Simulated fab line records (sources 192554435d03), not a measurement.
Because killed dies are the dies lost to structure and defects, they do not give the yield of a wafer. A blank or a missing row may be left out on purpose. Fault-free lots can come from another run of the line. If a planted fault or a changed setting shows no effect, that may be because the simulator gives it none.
Chamber matching || flow n5-finfet || N5_BEOL_M4_CO_CAP_55 on cvd-co-01: 3 sister chambers
The step material Co, precursor CCTBA/H2, target thk 2 nm, time 102.1 s. 3 wafers are shown with their chamber, then 12 later ones without.

WAFERS, EACH WITH ITS CHAMBER
{"wafer": "L090.4", "chamber": 0, "heater-power-w (W)": 228}
{"wafer": "L090.5", "chamber": 2, "heater-power-w (W)": 280}
{"wafer": "L090.6", "chamber": 1, "heater-power-w (W)": 231}

WAFERS WITH NO CHAMBER GIVEN
{"wafer": "L091.1", "heater-power-w (W)": 228}
{"wafer": "L091.2", "heater-power-w (W)": 285}
{"wafer": "L091.4", "heater-power-w (W)": 230}
{"wafer": "L095.1", "heater-power-w (W)": 276}
{"wafer": "L095.3", "heater-power-w (W)": 226}
{"wafer": "L095.5", "heater-power-w (W)": 233}
{"wafer": "L094.1", "heater-power-w (W)": 275}
{"wafer": "L094.2", "heater-power-w (W)": 225}
{"wafer": "L094.3", "heater-power-w (W)": 221}
{"wafer": "L096.1", "heater-power-w (W)": 278}
{"wafer": "L096.5", "heater-power-w (W)": 273}
{"wafer": "L096.6", "heater-power-w (W)": 225}

WHICH CHAMBER EACH WENT THROUGH
{"wafer": "L091.1", "from the rows above": "can't be placed: 0 or 1", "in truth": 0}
{"wafer": "L091.2", "from the rows above": 2, "in truth": 2}
{"wafer": "L091.4", "from the rows above": "can't be placed: 1 or 0", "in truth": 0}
{"wafer": "L095.1", "from the rows above": 2, "in truth": 2}
{"wafer": "L095.3", "from the rows above": "can't be placed: 0 or 1", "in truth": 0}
{"wafer": "L095.5", "from the rows above": "can't be placed: 1 or 0", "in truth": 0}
{"wafer": "L094.1", "from the rows above": 2, "in truth": 2}
{"wafer": "L094.2", "from the rows above": "can't be placed: 0 or 1", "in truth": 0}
{"wafer": "L094.3", "from the rows above": "can't be placed: 0 or 1", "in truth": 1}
{"wafer": "L096.1", "from the rows above": 2, "in truth": 2}
{"wafer": "L096.5", "from the rows above": 2, "in truth": 2}
{"wafer": "L096.6", "from the rows above": "can't be placed: 0 or 1", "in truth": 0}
5 of 12 placed correctly. Can't be placed from these rows: 7 (the true chamber is among the candidates in 7). Wrongly placed: 0.
How it was worked out, from the rows above alone: a wafer's distance from a chamber is the root of the sum, over the readings, of the square of ((its reading less the chamber's mean) divided by the reading's scatter). If the next closest chamber is less than 2 further off than the closest, the wafer can't be placed; otherwise it belongs to the closest. For every chamber, the mean is computed from those of its wafers that are shown. The scatter: root of mean squared gap, hidden wafer to nearest shown wafer, with one shown wafer a chamber.
